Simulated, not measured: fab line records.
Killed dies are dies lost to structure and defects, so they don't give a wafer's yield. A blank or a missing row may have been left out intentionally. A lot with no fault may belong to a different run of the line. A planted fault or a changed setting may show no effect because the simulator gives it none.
Chamber matching | flow n5_finfet | N5_BEOL_M1_DEP_57 on pecvd-01 has 3 sister chambers
The step deposits SiCN from 3MS/NH3, target thk 8 nm, time 14 s. 6 wafers are shown with their chamber, then 10 later ones without.

## WAFERS, EACH WITH ITS CHAMBER
wafer  | chamber | throttle_valve_pct (%) | showerhead_plenum_p_Torr (Torr)
L082.4 | 2       | 8.4                    | 3.654
L084.6 | 1       | 9.5                    | 3.643
L089.1 | 2       | 8.7                    | 3.651
L089.6 | 0       | 9.6                    | 3.673
L090.1 | 1       | 9.3                    | 3.640
L090.4 | 0       | 9.2                    | 3.667

## WAFERS WHOSE CHAMBER IS MISSING
wafer  | throttle_valve_pct (%) | showerhead_plenum_p_Torr (Torr)
L090.5 | 9.1                    | 3.646
L093.2 | 8.6                    | 3.659
L093.5 | 8.3                    | 3.660
L093.6 | 9.2                    | 3.673
L094.2 | 9.4                    | 3.642
L094.3 | 8.7                    | 3.655
L094.4 | 8.5                    | 3.655
L096.3 | 8.6                    | 3.658
L096.4 | 9.4                    | 3.648
L096.5 | 9.5                    | 3.679

## THE CHAMBER EACH PASSED THROUGH
wafer  | from the rows above     | in truth
L090.5 | can't be placed: 1 or 2 | 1
L093.2 | 2                       | 2
L093.5 | 2                       | 2
L093.6 | 0                       | 0
L094.2 | 1                       | 1
L094.3 | 2                       | 2
L094.4 | 2                       | 2
L096.3 | 2                       | 2
L096.4 | can't be placed: 1 or 2 | 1
L096.5 | 0                       | 0
8 of 10 placed correctly. Not placeable from these rows: 2 (in 2, the candidates include the true chamber). 0 placed wrongly.
How it was worked out, from the rows above alone: a wafer's distance from a chamber is the root of the sum, over the readings, of the square of ((its reading less the chamber's mean) divided by the reading's scatter). The wafer belongs to the nearest chamber; if the next one is less than 2 further off, it can't be placed. A chamber's mean is the mean of its shown wafers. The scatter: the root of (the sum of the squares of (reading less its chamber's mean) over the shown wafers, divided by (wafers less chambers)).
